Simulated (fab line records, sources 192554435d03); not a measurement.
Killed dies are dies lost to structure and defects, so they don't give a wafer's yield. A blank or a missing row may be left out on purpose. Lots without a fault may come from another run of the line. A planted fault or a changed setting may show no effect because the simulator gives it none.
Which tool did it? | flow n5_finfet | 24 lots, 72 wafers sampled, at 1 step of a route of 1938

WHAT THE GAUGES READ, wafer by wafer
N5_DUMMY_REMOVAL_INSPECT_06: inspects for defects (brightfield). Usual: raw_defect_count 13, standard deviation 6.3.
lot  | measured     | on                | raw_defect_count | flag
L074 | day 3 21:42  | defect_inspect-01 | 20 22 26         |
L075 | day 4 04:33  | defect_inspect-01 | 17 18 12         |
L076 | day 4 10:39  | defect_inspect-01 | 15 13 5          |
L077 | day 4 17:40  | defect_inspect-02 | 18 18 23         |
L078 | day 4 20:55  | defect_inspect-02 | 10 8 7           |
L079 | day 5 04:52  | defect_inspect-02 | 28 5 24          |
L080 | day 5 10:00  | defect_inspect-02 | 17 16 17         |
L081 | day 5 17:43  | defect_inspect-02 | 9 9 6            |
L082 | day 6 00:42  | defect_inspect-01 | 18 12 8          |
L083 | day 6 02:29  | defect_inspect-01 | 24 13 24         |
L084 | day 6 13:35  | defect_inspect-01 | 14 11 24         |
L085 | day 6 16:52  | defect_inspect-02 | 21 16 22         |
L087 | day 8 02:34  | defect_inspect-01 | 18 27 17         |
L086 | day 8 05:28  | defect_inspect-02 | 8 9 10           |
L088 | day 8 05:42  | defect_inspect-02 | 7 15 4           |
L089 | day 8 08:19  | defect_inspect-02 | 9 13 5           |
L090 | day 8 08:29  | defect_inspect-01 | 4 9 16           |
L093 | day 9 11:28  | defect_inspect-02 | 8 6 11           |
L091 | day 9 15:56  | defect_inspect-01 | 6 12 13          |
L094 | day 9 17:50  | defect_inspect-02 | 6 11 6           |
L095 | day 9 19:39  | defect_inspect-01 | 10 7 10          |
L092 | day 9 20:13  | defect_inspect-01 | 7 11 10          |
L096 | day 9 22:40  | defect_inspect-01 | 13 13 16         |
L097 | day 10 04:58 | defect_inspect-02 | 25 18 26         |

WHICH TOOL RAN EACH LOT (tool, then ch and the chambers of the sampled wafers, then the start)
The record holds no process step before these readings.

WHAT THE TOOLS THEMSELVES READ (means of the sampled wafers that have a number; where no wafer has one, the mark that the record gives instead)
The record holds no such reading with a usual standard deviation.

THE ANSWER, worked out from the rows above alone
Rule: a lot is off if the mean of its wafers that have a number lies more than 3 standard deviations from the usual mean. A lot without any number at a reading at which 4 lots or more have one is off too. The other lots that the step has rows for count as sound. The gauges are gone through in route order, then the tools' own readings, and for those a lot's mean is taken as printed above. The first step at which some lot is off is used, and at that step the reading that is off furthest; a lot without a number counts as furthest.
No lot is off at any reading shown: from this, nothing can be told.

WHAT THE SIMULATOR HAD PUT IN
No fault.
